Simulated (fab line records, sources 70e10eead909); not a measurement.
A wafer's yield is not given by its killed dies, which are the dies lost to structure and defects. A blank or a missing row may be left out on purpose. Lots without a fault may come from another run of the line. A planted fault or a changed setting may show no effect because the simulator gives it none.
A struck lot beside a sound one || flow nandHarc || 15 steps out of a route of 1302
Sound: these wafers, L979.1, L979.2, L979.3. Wafers L986.2, L986.4, L986.6 were the ones struck. Last of all comes the cause.
Per side, at each step with rows, come the tool, then ch with its chambers, and then its first start. Under that, the readings that differ: sound wafers || struck wafers || difference of the means || sigmas: that difference in standard deviations of wafers without a fault.
alike: a reading whose means differ by less than 2 such deviations, as well as words and numbers matching on both sides. not compared: withheld readings; readings where some wafer has no value; bounds like >300 that might hide an equal value; numbers whose values overlap and for which the record gives no deviation.
Wherever a step has rows on one side only, a row that says differs or no value, or a row with sigmas, the two part there. Numbers that have no deviation but don't overlap get no sigmas and don't part them. A reading that every wafer of one side lacks parts them only if that side has two wafers or more.

first, 1 step without rows for these wafers: NHARC_P_GATE_DEVELOP_90 (time 70 s).
NHARC_P_GATE_CD_MEAS_91: target cd 2000 nm.
  sound on cdSem-01 ch 0, day 6 04:41; struck on cdSem-01 ch 0, day 9 01:32
{"reading": "cdNm (nm)", "sound": "1997.2 1997.8 1999.0", "struck": "2002.3 2000.2 2004.4", "difference": "+4.3", "sigmas": "+2"}
then, 1 step without rows for these wafers: NHARC_P_GATE_HARDBAKE_92 (time 80 s).
NHARC_P_GATE_DESCUM_93: chemistry O2, time 3 s.
  sound on rieDiel-06 ch 1,2,3, day 6 04:51; struck on rieDiel-01 ch 0,1, day 9 01:41
  alike: drypumpMotorCurrentA, oesProductAu, rfVppV, showerheadPlenumPTorr, throttleValvePct
  not compared: rfHoursCounterH
following that, these wafers have no rows for 1 step: NHARC_P_GATE_IMPLANT_94.
NHARC_P_GATE_STRIP_113: strips in N2/H2, time 740 s.
  sound on plasmaAsher-01 ch 0,1, day 6 05:13; struck on plasmaAsher-01 ch 0,1, day 9 02:04
  alike: drypumpMotorCurrentA, heaterPowerW
  not compared: rfHoursCounterH
NHARC_P_GATE_STRIP_95: strips in O2.
  sound on plasmaAsher-01 ch 0,1, day 6 05:56; struck on plasmaAsher-01 ch 0,1, day 9 02:46
  alike: drypumpMotorCurrentA, heaterPowerW
  not compared: rfHoursCounterH
then, 1 step without rows for these wafers: NHARC_P_GATE_STRIP_96 (strips in SPM, time 900 s).
NHARC_P_GATE_RTA_64: time 1 s.
  sound on rtpAnneal-01 ch 0, day 6 06:33; struck on rtpAnneal-02 ch 0, day 9 03:22
{"reading": "annealTempCMax", "sound": "1056.8 1058.1 1055.2", "struck": "1053.7 1054.9 1053.6", "difference": -2.6, "sigmas": -2}
{"reading": "lampPowerPct (%)", "sound": "34.1 34.1 34.1", "struck": "30.8 30.6 30.7", "difference": -3.4, "sigmas": -2}
{"reading": "wafer_temp_C_max", "sound": "1058.7 1060.9 1057.9", "struck": "1054.6 1055.7 1054.6", "difference": -4.2, "sigmas": -2}
  alike: lamp_zone_6_pct
then, 1 step without rows for these wafers: NHARC_P_GATE_ETCH_77 (etches SiO2 in dHF, target depth 6 nm).
NHARC_P_GATE_DEGAS_109: time 60 s.
  struck on pvdSputter-02, day 9 03:38; sound on pvdSputter-02, day 6 06:52
  alike: heaterPowerW
then, 1 step without rows for these wafers: NHARC_P_GATE_PRE_CLEAN_110 (time 30 s).
NHARC_P_GATE_SPUTTER_78: material Ni, target thk 10 nm.
  struck on pvdSputter-02, day 9 03:58; sound on pvdSputter-02, day 6 06:57
then, 1 step without rows for these wafers: NHARC_P_GATE_SPUTTER_79 (material TiN, target thk 10 nm).
-- record jumps: 19 days between struck wafers' starts before vs after; left off in module P_GATE, resumes in module END, first step shown is number 1302 of the route --
NHARC_END_SORT_01:
  the record has rows for the struck wafers here (prober-02 ch 0, day 28 01:56) and none for the sound ones

WHERE THEY PART
Last at NHARC_END_SORT_01 as far as this record goes, first at NHARC_P_GATE_CD_MEAS_91.

WHY: the cause the simulator had injected
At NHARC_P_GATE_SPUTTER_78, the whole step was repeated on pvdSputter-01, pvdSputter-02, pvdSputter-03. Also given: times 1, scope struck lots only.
